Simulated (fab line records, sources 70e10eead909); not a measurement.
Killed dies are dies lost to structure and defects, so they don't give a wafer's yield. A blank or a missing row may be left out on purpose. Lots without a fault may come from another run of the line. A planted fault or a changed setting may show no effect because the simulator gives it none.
Problem report in the 8D (eight disciplines) form, filled by code | flow nand_harc | the parts of the form that need people (team, actions taken, sign-off) are left out

1. THE PROBLEM
sort_bin_2_pct at NHARC_END_SORT_01 reads a mean of 37.8 % on 5 wafers of 3 lots; wafers without a fault read 1.5 % with a standard deviation of 0.64. That is +57 standard deviations from the usual mean.
First seen on wafer L359.4, day 25 20:01, on prober-01. The record holds 8 wafers of 3 lots with a number at this step. Rule for "out", or "out of limits": more than 4 standard deviations from the usual mean. The other wafers with a number count as sound.

2. WHAT IT IS AND WHAT IT IS NOT
question                    | is                                                                                                                                                  | is not
which readings at this step | sort_bin_2_pct, defect_limited_yield, killed_at_array, killed_dies, sort_bin_3_pct, sort_bin_4_pct, sort_n_pass, sort_rim_yield_pct, sort_yield_pct | killed_at_other, killed_at_periphery, killed_open, killed_short
which lots                  | L359, L360, L362                                                                                                                                    | -
which wafers of those lots  | L359.4, L359.6, L360.6, L362.2, L362.3                                                                                                              | L360.4, L360.5, L362.6
read on which gauges        | prober-01, prober-02                                                                                                                                | -
when                        | from day 25 20:01                                                                                                                                   | up to then (0 sound wafers); but 3 sound wafers of L360, L362 came after

3. SUSPECTS, AND WHAT RULES EACH OUT
Counting: a tool at a process step up to the reading stays a suspect if it ran every lot that is out. Sound lots after the first of them don't rule it out here, since some wafers of a struck lot are sound.
- the gauge at NHARC_END_SORT_01: ruled out. The wafers that are out were read on 2 gauges (prober-01, prober-02).
- ecd_cu-01 at NHARC_A_BONDPAD_ECD_18 (material Cu, target thk 400 nm): kept. It ran every lot that is out, first L359 (day 24 12:22).
Left after counting: ecd_cu-01 at NHARC_A_BONDPAD_ECD_18.

4. THE CAUSE (what the simulator had put in)
Chamber particle source: ecd_cu-01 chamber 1, from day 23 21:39 on, at NHARC_A_BONDPAD_ECD_18. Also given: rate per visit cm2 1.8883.
Counting left only this tool.

5. THE CHAIN OF EFFECTS, in route order
Each row: a reading whose mean over the struck wafers that have a number lies more than 3 standard deviations from the usual. Only readings for which the record gives a usual standard deviation are gone through. hours: the time from each lot's start at the first step in this table that gives one to its start at this step, as a median over the lots. sigmas: the change in usual standard deviations.
hours | step              | reading              | usual  | on struck wafers | change | sigmas
0     | NHARC_END_SORT_01 | defect_limited_yield | 95.4 % | 16.5             | -78.9  | -49
0     | NHARC_END_SORT_01 | killed_at_array      | 28     | 563              | +535   | +49
0     | NHARC_END_SORT_01 | killed_dies          | 31     | 565              | +534   | +49
0     | NHARC_END_SORT_01 | sort_bin_2_pct       | 1.5 %  | 37.8             | +36.3  | +57
0     | NHARC_END_SORT_01 | sort_bin_3_pct       | 0.26 % | 8.92             | +8.66  | +41
0     | NHARC_END_SORT_01 | sort_bin_4_pct       | 2.9 %  | 36.8             | +33.9  | +31
0     | NHARC_END_SORT_01 | sort_n_pass          | 646    | 112              | -534   | -49
0     | NHARC_END_SORT_01 | sort_rim_yield_pct   | 96.4 % | 16.8             | -79.6  | -35
0     | NHARC_END_SORT_01 | sort_yield_pct       | 95.4 % | 16.5             | -78.9  | -49

6. WHAT WOULD HAVE CAUGHT IT SOONER
In this record the first reading out of limits at a measuring or inspecting step was taken at day 25 20:01, 46 hours after the fault began at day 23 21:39.
All the lots that are out (3) had begun NHARC_A_BONDPAD_ECD_18 on ecd_cu-01 by day 25 20:01. A hold on the tool at that time would have spared none of them.
